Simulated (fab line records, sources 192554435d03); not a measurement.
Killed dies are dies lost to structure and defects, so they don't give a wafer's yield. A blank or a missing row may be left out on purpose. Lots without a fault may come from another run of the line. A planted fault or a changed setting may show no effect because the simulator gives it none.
fab line records | flow n5_finfet
record lots=5 wafers=15 last_day=17
route steps=1938 shown BEOL_M4@1099 BEOL_M5@1112 BEOL_M10@1471 PASSIVATION@1936
lots that met no fault: from a run of the same line without faults
start_h: hours from the record's first day to the start of the lot's first wafer shown | wait_h: hours since the lot's step before | " the same as in the row above | L1.1+2: a row that stands for several wafers | - no value, or no start given | * or withheld: withheld | < > ~ a bound
route shown NAME@n: a module of which the file shows steps, and the number in the route of the first | usual: mean/standard deviation of fault-free wafers | same: alike in all rows | chamber/n: place in a boat | sites: the reading at each site | _std_site: their standard deviation | _edge_site: outer sites' mean less inner sites' | radius_mm: how far each site lies from the wafer's centre | mask NAME#n: copy n | behind: the tool/chamber that last shaped the wafer | hold: why the lot was held/for how many hours/how that ended | device: the transistor (n, p or np) that didn't switch | end of line: the same wafers' tests at the end of the route | a step without rows: its recipe alone | killed: dies lost to structure and defects at the first sort, not the wafer's yield | map: a wafer's dies, x killed, . not, _ none there
set.NAME: the setting as run; set.NAME@STEP: as run at that earlier step | model.NAME: the simulator's own value behind a step, which no gauge read
lots at some steps of the route; a table a step, a row a wafer
services: from which hour (start_h, from the record's first day; less than 0 if before it) a tool's chamber was out of use, for how many hours, and why
## steps
# step N5_BEOL_M4_ANNEAL_95
# recipe temp_c=400 time_s=240 ambient=vacuum
# step N5_BEOL_M4_SPUTTER_96
# recipe material=Cu target_thk_a=45 temp_c=-20 chamber_pressure_pa=0.07 power_w=withheld time_s=8.29
# step N5_BEOL_M4_ECD_50
# recipe material=Cu target_thk_a=3000
# step N5_BEOL_M4_ANNEAL_51
# recipe temp_c=225 time_s=90 ambient=N2
# step N5_BEOL_M4_CMP_52
# recipe stop_on=SiOC t_overpolish_s=6.8 down_force_psi=1 platen_rpm=50 clearing_platen_down_force_psi=1.5 clearing_platen_rpm=50 post_cmp_clean=cu_alkaline target_thk_nm=40 clearing_platen_pad_velocity_m_s=0.99484 pad_velocity_m_s=0.99484
# step N5_BEOL_M4_PRE_CLEAN_60
# recipe gas=NH3/H2 time_s=15 temp_c=* rf_power_w=300
# step N5_BEOL_M4_CO_CAP_55
# recipe material=Co target_thk_a=20 temp_c=200 precursor=CCTBA/H2 pressure_torr=30 time_s=102.1
# step N5_BEOL_M4_PRE_CLEAN_56
# recipe gas=NH3 time_s=15 temp_c=withheld rf_power_w=300
# step N5_BEOL_M4_DEP_57
# recipe material=SiCN target_thk_a=80 temp_c=withheld precursor=3MS/NH3 pressure_torr=3 rf_w=202 time_s=14
# step N5_BEOL_M4_RC_MEAS_101
# usual DIBL_N=36.2/2 DIBL_P=36.1/2.4 IOFF_N=0.16/0.035 IOFF_P=0.22/0.041 ION_N=675/14 ION_P=465/8.6 SS_N=71.5/0.64 SS_P=73.2/0.76 VT_N=250/3.9 VT_P=-249/3.4
# columns lot.wafer tool chamber start_h wait_h DIBL_N[mV/V] DIBL_P[mV/V] IOFF_N[nA/um] IOFF_P[nA/um] ION_N[uA/um] ION_P[uA/um] SS_N[mV/dec] SS_P[mV/dec] VT_N[mV] VT_P[mV]
L717.1 prober-01 0 205.99 0.0 37.3 37.2 0.18 0.24 675 465 72.0 73.2 247 -249
L717.3 " 0 " " 35.4 36.0 0.14 0.23 678 473 71.4 73.2 252 -247
L717.6 " 0 " " 35.6 36.1 0.15 0.23 677 464 71.3 73.7 250 -247
L721.3 prober-02 0 227.29 0.3 39.9 40.1 0.22 0.27 695 472 72.5 74.0 243 -245
L721.4 " 0 " " 35.2 33.3 0.12 0.15 671 460 71.5 73.3 252 -253
L721.6 " 0 " " 36.2 35.1 0.15 0.18 688 465 71.3 72.9 247 -252
L722.1 prober-01 0 245.24 0.0 35.3 34.6 0.15 0.24 669 468 71.6 73.5 250 -244
L722.2 " 0 " " 31.1 30.1 0.09 0.16 640 459 70.2 71.3 258 -252
L722.6 " 0 " " 30.4 30.0 0.09 0.17 654 464 70.2 71.8 257 -251
L723.1 prober-02 0 256.48 0.0 35.1 37.2 0.15 0.26 678 483 71.3 73.0 252 -242
L723.2 " 0 " " 36.7 38.3 0.19 0.28 698 484 72.2 73.4 247 -244
L723.5 " 0 " " 33.9 35.8 0.14 0.23 685 479 70.9 72.3 251 -248
L734.4 prober-01 0 315.28 0.5 33.0 33.1 0.11 0.15 665 453 70.3 72.6 258 -256
L734.5 " 0 " " 33.5 33.3 0.12 0.15 671 453 70.7 72.2 255 -256
L734.6 " 0 " " 34.9 34.8 0.13 0.17 675 459 71.2 73.0 254 -254
# step N5_BEOL_M5_ILD_DEP_00
# recipe material=SiCOH_lowk target_thk_a=1406.4 temp_c=300 precursor=DEMS/porogen pressure_torr=5 rf_w=500 time_s=25.9
# step N5_BEOL_M5_CURE_79
# recipe temp_c=385 time_s=240 ambient=He/Ar material=SiCOH_lowk
# step N5_BEOL_M5_PECVD_70
# recipe material=SiO2 target_thk_a=160 temp_c=400 precursor=TEOS/O2 pressure_torr=5.5 rf_w=450 teos_flow_sccm=53.8 gas=O2 flow_sccm=3000 time_s=18
# step N5_BEOL_M5_HM_DEP_02
# recipe material=TiN target_thk_a=200 temp_c=25 chamber_pressure_pa=0.49996
# step N5_BEOL_M5_COAT_59
# recipe resist=SOC temp_c=250 time_s=60 spin_rpm=1500 resist_thk_nm=60
# step N5_BEOL_M5_COAT_60
# recipe resist=SiARC temp_c=220 time_s=60 spin_rpm=1500 resist_thk_nm=12
# step N5_BEOL_M5_COAT_71
# recipe resist=underlayer temp_c=205 time_s=60 spin_rpm=1500 resist_thk_nm=5
# step N5_BEOL_M5_COAT_05
# recipe resist=CAR-EUV spin_rpm=1500 resist_thk_nm=30
# step N5_BEOL_M5_EBR_07
# recipe solvent=PGMEA ebr_width_mm=1.5
# step N5_BEOL_M5_SOFTBAKE_06
# recipe temp_c=110 time_s=60 resist=CAR-EUV
# step N5_BEOL_M5_EXPOSE_08
# recipe mask_id=M5 na=0.33 source_shape=annular sigma_inner=0.4 sigma_outer=0.8 polarization=unpolarized target_cd_nm=28 dose_mj=35.75
# step N5_BEOL_M5_PEB_09
# recipe peb_temp_c=100 peb_time_s=60 resist=CAR-EUV
# step N5_BEOL_M5_DEVELOP_10
# recipe develop_time_s=30 developer=TMAH resist=CAR-EUV rinse_liquid=surfactant_rinse dry=air_spin dev_temp_c=23
# step N5_BEOL_M5_DESCUM_16
# recipe chemistry=O2 time_s=7 source_power_w=50 bias_power_w=20 pressure_mtorr=20 rf_frequency_hz=2.712e+07 temp_c=40 resist=CAR-EUV o2_flow_sccm=225
# step N5_BEOL_M5_ETCH_72
# recipe chemistry=N2/H2 target=underlayer target_depth_a=65 mask_material=CAR-EUV time_s=5.2 ion_energy_ev=200 pressure_mtorr=30 source_w=840 bias_w=150 n2_flow_sccm=200 h2_flow_sccm=200 ends=cleared
# step N5_BEOL_M5_ETCH_61
# recipe chemistry=CF4 target=SiARC target_depth_a=156 mask_material=CAR-EUV time_s=26 ion_energy_ev=80 pressure_mtorr=40 source_w=545 bias_w=36 Ar_flow_sccm=100 cf4_flow_sccm=100 ends=cleared
# step N5_BEOL_M5_ETCH_62
# recipe chemistry=N2/H2 target=SOC target_depth_a=750 overetch_a=150 mask_material=SiARC temp_c=40 time_s=112.5 ion_energy_ev=200 pressure_mtorr=30 source_w=840 bias_w=150 n2_flow_sccm=200 h2_flow_sccm=200
# step N5_BEOL_M5_STRIP_63
# recipe chemistry=N2/H2 temp_c=40 n2_flow_sccm=200 h2_flow_sccm=200 rf_frequency_hz=6e+07
# step N5_BEOL_M5_STRIP_73
# recipe chemistry=N2/H2 temp_c=40 n2_flow_sccm=200 h2_flow_sccm=200 rf_frequency_hz=6e+07
# step N5_BEOL_M5_STRIP_64
# recipe chemistry=CF4 resist=SiARC power_w=300 bias_power_w=75 pressure_mtorr=50 cf4_flow_sccm=150 rf_frequency_hz=6e+07
# step N5_BEOL_M5_HM_OPEN_17
# recipe chemistry=Cl2/BCl3 target_depth_a=200 overetch_a=60 target=TiN mask_material=SOC ion_energy_ev=150 pressure_mtorr=10 icp_w=1000 bias_w=126 Cl2_flow_sccm=53.25 bcl3_flow_sccm=21.75 Ar_flow_sccm=25
# step N5_BEOL_M5_STRIP_19
# recipe chemistry=O2 power_w=400 temp_c=40 pressure_mtorr=30 rf_frequency_hz=6e+07 bias_power_w=0 overash_fraction=0.2 o2_flow_sccm=225
# step N5_BEOL_M5_COAT_65
# recipe resist=SOC temp_c=250 time_s=60 spin_rpm=1500 resist_thk_nm=60
# step N5_BEOL_M5_COAT_66
# recipe resist=SiARC temp_c=220 time_s=60 spin_rpm=1500 resist_thk_nm=12
# step N5_BEOL_M10_CURE_71
# recipe temp_c=385 time_s=240 ambient=He/Ar material=SiCOH_lowk
# usual lamp_power_pct=52.31/0.055 run_length_s=286.1/1.1 wafer_temp_C_max=387.0/0.66
# columns lot.wafer tool chamber start_h wait_h lamp_power_pct run_length_s wafer_temp_C_max model.SiCOH_lowk_of_BEOL_M10_ILD_DEP_00.thk_nm
L717.1 uv_cure-01 1 252.64 0.0 52.39 285.4 388.0 270.2
L717.3 " 1 " " 52.40 285.4 388.3 268.4
L717.6 " 1 " " 52.36 285.6 388.1 268.6
L721.3 uv_cure-02 0 277.95 0.3 - - - 309
L721.4 " 0 " " - - - 314.4
L721.6 " 0 " " - - - 310.8
L722.1 uv_cure-02 1 295.10 0.0 - - - 306.6
L722.2 " 1 " " - - - 309
L722.6 " 1 " " - - - 315.8
L723.1 uv_cure-01 0 302.68 0.1 - - - 305
L723.2 " 0 " " - - - 300.8
L723.5 " 0 " " - - - 307
L734.4 uv_cure-03 2 361.93 0.3 52.31 285.5 387.5 271.4
L734.5 " 2 " " 52.18 286.1 387.3 274.4
L734.6 " 2 " " 52.35 285.6 387.1 270.6
# step N5_BEOL_M10_THK_MEAS_01
# recipe reads=SiCOH_lowk_of_BEOL_M10_ILD_DEP_00
# usual M10_ILD_THK=268/3.6
# columns lot.wafer tool chamber start_h wait_h M10_ILD_THK[nm]
L717.1 film_metro-02 - 253.16 0.4 270
L717.3 " - " " 268
L717.6 " - " " 269
L721.3 film_metro-02 - 278.30 0.3 309
L721.4 " - " " 315
L721.6 " - " " 311
L722.1 film_metro-01 - 295.61 0.4 307
L722.2 " - " " 309
L722.6 " - " " 316
L723.1 film_metro-02 - 303.19 0.4 305
L723.2 " - " " 301
L723.5 " - " " 307
L734.4 film_metro-02 - 362.20 0.2 271
L734.5 " - " " 275
L734.6 " - " " 271
# step N5_BEOL_M10_CMP_52
# recipe stop_on=SiCOH_lowk t_overpolish_s=7 down_force_psi=1 platen_rpm=50 clearing_platen_down_force_psi=1.5 clearing_platen_rpm=50 post_cmp_clean=cu_alkaline target_thk_nm=140 clearing_platen_pad_velocity_m_s=0.99484 pad_velocity_m_s=0.99484
# usual clearing_platen_down_force_psi=1.4999/0.0028 edge_zone_pressure_frac=1.000/0.0046 motor_current_A=6.3/0.79
# columns lot.wafer tool chamber start_h wait_h clearing_platen_down_force_psi edge_zone_pressure_frac motor_current_A model.SiCOH_lowk_of_BEOL_M10_ILD_DEP_00.thk_nm
L717.1 cmp-01 1 261.23 0.3 1.4982 0.998 6.4 267.2
L717.3 " 2 " " 1.4963 1.008 6.7 265.4
L717.6 " 3 " " 1.5003 1.001 6.3 265.6
L721.4 cmp-03 1 287.64 0.1 1.4968 0.997 5.2 311.4
L721.3 " 2 " " 1.5005 1.010 5.8 306
L721.6 " 1 " " 1.5001 0.998 5.1 307.8
L722.1 cmp-03 1 301.61 0.3 1.4979 1.004 5.0 303.6
L722.2 " 2 " " 1.5053 0.995 6.1 306
L722.6 " 2 " " 1.5050 0.999 6.1 312.8
L723.1 cmp-02 2 312.19 0.3 1.5032 1.000 6.8 302
L723.2 " 0 " " 1.4970 0.999 7.4 297.8
L723.5 " 2 " " 1.5045 0.994 6.7 304
L734.4 cmp-01 3 367.91 0.2 1.4994 1.000 6.3 268.4
L734.6 " 0 " " 1.4957 1.005 5.6 267.6
L734.5 " 1 " " 1.5008 1.006 6.8 271.4
# step N5_PASSIVATION_PROBE_49
# usual defect_limited_yield=91.1/1.4 killed_at_M0_to_M3=36/9.9 killed_at_M4_up=13/5.8 killed_at_contacts=14/5.9 killed_at_front_end=39/11 killed_at_other=3.4/2.9 killed_dies=105/17 killed_on_rim=15/3.9 killed_open=70/13 killed_short=34/7.3 sort_bin_5_function=5.3/1 sort_bin_6_memory=3.3/0.62 sort_bin_8_speed=0.01/0.057 sort_n_pass=1075/17 sort_yield_pct=91.1/1.4
# same gross_dies=1180 killed_at_back_side=0 sort_bin_4_leakage[%]=0
# columns lot.wafer tool chamber start_h wait_h defect_limited_yield[%] killed_at_M0_to_M3 killed_at_M4_up killed_at_contacts killed_at_front_end killed_at_other killed_dies killed_on_rim killed_open killed_short sort_bin_5_function[%] sort_bin_6_memory[%] sort_bin_8_speed[%] sort_n_pass sort_yield_pct[%]
L717.1 prober-02 - 314.57 0.0 89.0 48 20 14 46 2 130 15 95 32 7.3 3.3 0 1050 89.0
L717.3 prober-02 - 314.67 0.1 89.4 57 12 14 39 3 125 17 93 31 6.8 3.7 0 1055 89.4
L717.6 prober-02 - 314.82 0.3 90.8 37 18 10 43 0 108 13 76 31 5.2 3.7 0 1072 90.8
L721.3 prober-02 - 333.66 0.5 71.0 302 6 10 23 1 342 46 54 30 17.5 10.3 0 838 71.0
L721.4 prober-02 - 333.71 0.5 72.2 269 21 14 23 1 328 42 63 29 16.6 9.8 0 852 72.2
L721.6 prober-02 - 333.81 0.6 73.1 281 10 6 20 0 317 41 55 19 15.7 10.2 0 863 73.1
L722.1 prober-01 - 353.71 0.0 86.9 97 7 11 35 5 155 18 50 26 6.9 5.3 0 1025 86.9
L722.2 prober-01 - 353.76 0.1 86.5 103 8 14 27 7 159 28 49 32 8.1 5.1 0.08 1020 86.4
L722.6 prober-01 - 353.96 0.3 84.7 102 16 7 51 4 180 25 69 37 8.6 5.8 0.08 999 84.7
L723.1 prober-02 - 355.09 0.0 90.8 28 14 7 58 1 108 23 62 46 5.5 3.1 0 1072 90.8
L723.2 prober-02 - 355.14 0.1 90.5 34 15 19 42 2 112 17 76 36 5.6 3.6 0 1068 90.5
L723.5 prober-02 - 355.29 0.2 92.3 42 5 7 36 1 91 10 60 31 4.9 2.6 0 1089 92.3
# killed by level:class
L717.1 FIN_SAQP:geometric_particle:open=15 BEOL_M1:geometric_particle:open=14 MOL_CONTACT_COAG:geometric_particle:open=11 FIN_SAQP:geometric_particle:short=9 BEOL_M4:geometric_particle:open=9 BEOL_M0_SAQP:geometric_particle:short=8 STI_FIN_REVEAL:geometric_particle:open=7 DUMMY_GATE:geometric_particle:open=6
L717.3 BEOL_M3:geometric_particle:open=20 FIN_SAQP:geometric_particle:open=17 BEOL_M1:geometric_particle:open=13 MOL_CONTACT_COAG:geometric_particle:open=11 BEOL_M0:geometric_particle:open=8 BEOL_M0_SAQP:geometric_particle:short=7 DUMMY_GATE:geometric_particle:open=5 STARTING-WAFER:geometric_particle:short=5
L717.6 BEOL_M1:geometric_particle:open=9 BEOL_M2:geometric_particle:open=9 FIN_SAQP:geometric_particle:open=7 DUMMY_GATE:geometric_particle:open=7 MOL_CONTACT_COAG:geometric_particle:open=7 BEOL_M0_SAQP:geometric_particle:open=7 FIN_SAQP:geometric_particle:short=6 GATE_CUT:geometric_particle:short=5
L721.3 BEOL_M2:area_expose=256 BEOL_M0_SAQP:geometric_particle:short=9 MOL_CONTACT_COAG:geometric_particle:open=8 BEOL_M0_SAQP:geometric_particle:open=7 BEOL_M2:geometric_particle:open=7 BEOL_M3:geometric_particle:open=7 BEOL_M0:geometric_particle:open=6 FIN_SAQP:geometric_particle:short=5
L721.4 BEOL_M2:area_expose=236 MOL_CONTACT_COAG:geometric_particle:open=11 BEOL_M4:geometric_particle:open=11 BEOL_M0_SAQP:geometric_particle:open=8 BEOL_M2:geometric_particle:open=6 DUMMY_GATE:geometric_particle:open=5 GATE_CUT:geometric_particle:short=5 BEOL_M0:geometric_particle:open=5
L721.6 BEOL_M2:area_expose=241 BEOL_M2:geometric_particle:open=10 BEOL_M3:geometric_particle:open=9 BEOL_M0_SAQP:geometric_particle:short=8 STARTING-WAFER:geometric_particle:open=7 BEOL_M4:geometric_particle:open=7 MOL_CONTACT_COAG:geometric_particle:open=6 DUMMY_GATE:geometric_particle:open=5
L722.1 BEOL_M2:area_expose=78 FIN_SAQP:geometric_particle:open=9 FIN_SAQP:geometric_particle:short=8 MOL_CONTACT_COAG:geometric_particle:open=8 BEOL_M3:geometric_particle:open=5 STI_FIN_REVEAL:geometric_particle:open=4 BEOL_M2:geometric_particle:open=4 BEOL_M4:geometric_particle:open=4
L722.2 BEOL_M2:area_expose=73 MOL_CONTACT_COAG:geometric_particle:open=11 BEOL_M0_SAQP:geometric_particle:short=10 FIN_SAQP:geometric_particle:open=5 BEOL_M1:geometric_particle:open=5 BEOL_M2:geometric_particle:open=5 DUMMY_GATE:geometric_particle:open=4 MOL_CONTACT_COAG:geometric_particle:short=3
L722.6 BEOL_M2:area_expose=72 STI_FIN_REVEAL:geometric_particle:open=10 BEOL_M3:geometric_particle:open=9 FIN_SAQP:geometric_particle:open=8 FIN_SAQP:geometric_particle:short=7 BEOL_M1:geometric_particle:open=7 BEOL_M4:geometric_particle:open=6 MOL_CONTACT_COAG:geometric_particle:open=5
L723.1 STI_FIN_REVEAL:geometric_particle:open=12 GATE_CUT:geometric_particle:short=12 BEOL_M0_SAQP:geometric_particle:open=12 FIN_SAQP:geometric_particle:open=11 BEOL_M0_SAQP:geometric_particle:short=11 BEOL_M4:geometric_particle:open=8 MOL_CONTACT_COAG:geometric_particle:open=7 GATE_CUT:geometric_particle:open=5
L723.2 BEOL_M0_SAQP:geometric_particle:open=15 MOL_CONTACT_COAG:geometric_particle:open=13 STI_FIN_REVEAL:geometric_particle:open=12 BEOL_M0_SAQP:geometric_particle:short=11 BEOL_M3:geometric_particle:open=7 FIN_SAQP:geometric_particle:open=6 GATE_CUT:geometric_particle:open=6 MOL_CONTACT_COAG:geometric_particle:short=6
L723.5 BEOL_M0_SAQP:geometric_particle:short=16 STI_FIN_REVEAL:geometric_particle:open=13 BEOL_M3:geometric_particle:open=11 BEOL_M0_SAQP:geometric_particle:open=8 MOL_CONTACT_COAG:geometric_particle:open=7 GATE_CUT:geometric_particle:short=6 FIN_SAQP:geometric_particle:open=4 STI_FIN_REVEAL:geometric_particle:short=3
# map L721.3 (x killed, . not)
_________________...x........________________
______________..xxxxx..........._____________
___________x..xxxx.x.....x...xx....__________
__________.xx........x.x..x.....x.x._________
________.........x...x...x..x...xxx.xx_______
_______x..xx..x...xx......x....x.x..x.x______
______..x.......xx.....xx..x..........x._____
_____..x.....x....x...xx..x....x.x.x.x...____
____xxxx.xx........x.x............x.......___
___x.x.xx....xx..xx..x....xx.x.x.....xx..x.__
___.x.....xx...x.x..x.x......xx........xx.x__
__xxxx.xx.x..x.....x.xx.xx......x....x....x._
__.x.x...x..........x..x..xxx.....x......x.._
_xx...x....x.x..x...x..xx.............x..x...
_..x.....x..xx..x....x..x......x......x..xx.x
_...xxx.x..xx....xx.x..x.x.x.x.x..xx...xx....
_....x..x...x...x...xxxx...xx................
_.x.x..x..x.....xx..x.x.......x.x...x...x....
_...xxx.x.....xx...x.xx...........x....x...x.
_...xx.....xx............xx.x.....xx.....x.xx
_.x................xx........x...x......x....
__.....x......x.........x...xxx.x...xx..xx.._
__.x..x..x.xx......xx..x.x.x..x.....xx...x.x_
___........x..x.x..x...........x.xx.x.x..x.__
___..xx..x.xxxx..xx.x...x....x.x......x....__
____xx.xxx........xx..x.x..xx...x.xxxx...x___
_____.x...x.......x....x..x...x........xx____
______.....xx.xxxx.xx...x..x..x........._____
_______..x..x...x......x.....xx.x.xx..x______
________.x.x..x..xx..x........x......._______
__________......xx..x......x....x.xx_________
___________.....x.x.x.........x....__________
______________...xxx....x..x.xx._____________
_________________..xxx.xx.x..________________
# map L722.6 (x killed, . not)
_________________......x.....________________
______________........x.......x._____________
___________.x.....x......x.....x...__________
__________......x.x....x..x........._________
________....x.x..x......xxx..x...x...._______
_______....x.x..x..........x.x.......xx______
______..........x.......x..............x_____
_____.....x.....xx.xxx....x............x.____
____............x......x............x.....___
___........x.............x......x.....x....__
___.........x..............x...x..x......x.__
__xx........x.....x................x....xx.._
__........x..................x.........x.x.._
_.........x........................x.......x.
_....x......x................x.........x.....
_x..............x......xxx.x...x.....x.......
_x...........................x......x.x...x..
_..x.......xxx........x...x....x......x......
_............x..x...........xx..xx.x.........
_.......xx.........x......x.........x.......x
_.....x...x.....x...x....x.x.x......x..x.....
__......x....xxx..x............x...x..x.x..._
__...x.....x.........x........x.......x..x.._
___...............xxxx.x.x..x...x...x.x...x__
___...........x.x..x.x......x..........x...__
____....x..x......x..x.............x......___
_____x..x...........x............x....x..____
______........xx..........x..........x.._____
_______...x...............x..x........x______
________..............x.x............._______
__________..............x.....x..x.x_________
___________xx.x.x....x.x.....x.....__________
______________....x.x....x.....x_____________
_________________.x.....x.x..________________
## services
# columns tool chamber start_h hours kind
cmp-02 - 243.74 0.9 repair
uv_cure-01 - 244.78 7.5 pm
cmp-01 - 248.64 0.6 repair
cmp-03 - 250.05 1.6 repair
cmp-01 - 251.86 0.9 repair
cmp-02 - 260.57 4.2 pm
cmp-01 - 270.30 3.7 repair
cmp-02 - 281.29 4.0 pm
cmp-02 - 285.29 - consumable_replace:conditioner
cmp-02 - 285.29 - consumable_replace:pad
cmp-03 - 293.91 4.0 pm
cmp-03 - 297.91 - consumable_replace:conditioner
cmp-03 - 297.91 - consumable_replace:pad
uv_cure-02 - 299.33 7.5 pm
cmp-03 - 314.87 4.0 pm
cmp-01 - 333.27 0.5 repair
cmp-01 - 343.67 0.3 repair
cmp-02 - 349.15 2.3 repair
cmp-02 - 361.45 0.9 repair
uv_cure-01 - 367.76 1.3 repair
## key
first_sign step=N5_BEOL_M10_CURE_71 reading=tool_record direction=missing
effect step=N5_BEOL_M10_THK_MEAS_01 reading=M10_ILD_THK direction=up sigmas=11 usual=268 struck=309
model_effect step=N5_BEOL_M10_CURE_71 value=SiCOH_lowk_of_BEOL_M10_ILD_DEP_00.thk_nm without=268.2 struck=308.7
model_effect step=N5_BEOL_M10_CMP_52 value=SiCOH_lowk_of_BEOL_M10_ILD_DEP_00.thk_nm without=265.2 struck=305.7
met_at N5_BEOL_M10_CURE_71
struck_wafers L721.3,L721.4,L721.6,L722.1,L722.2,L722.6,L723.1,L723.2,L723.5
onset_between 252.64 277.95
earlier_fault kind=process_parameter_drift tool=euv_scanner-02 chamber=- onset_h=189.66 steps=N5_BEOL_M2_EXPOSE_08 channel=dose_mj offset=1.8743 shape=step acts_in=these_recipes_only stated=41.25
fault kind=skipped_step_whole tool=uv_cure-01,uv_cure-02 chamber=- onset_h=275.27 steps=N5_BEOL_M10_CURE_71 scope=struck_lots_only
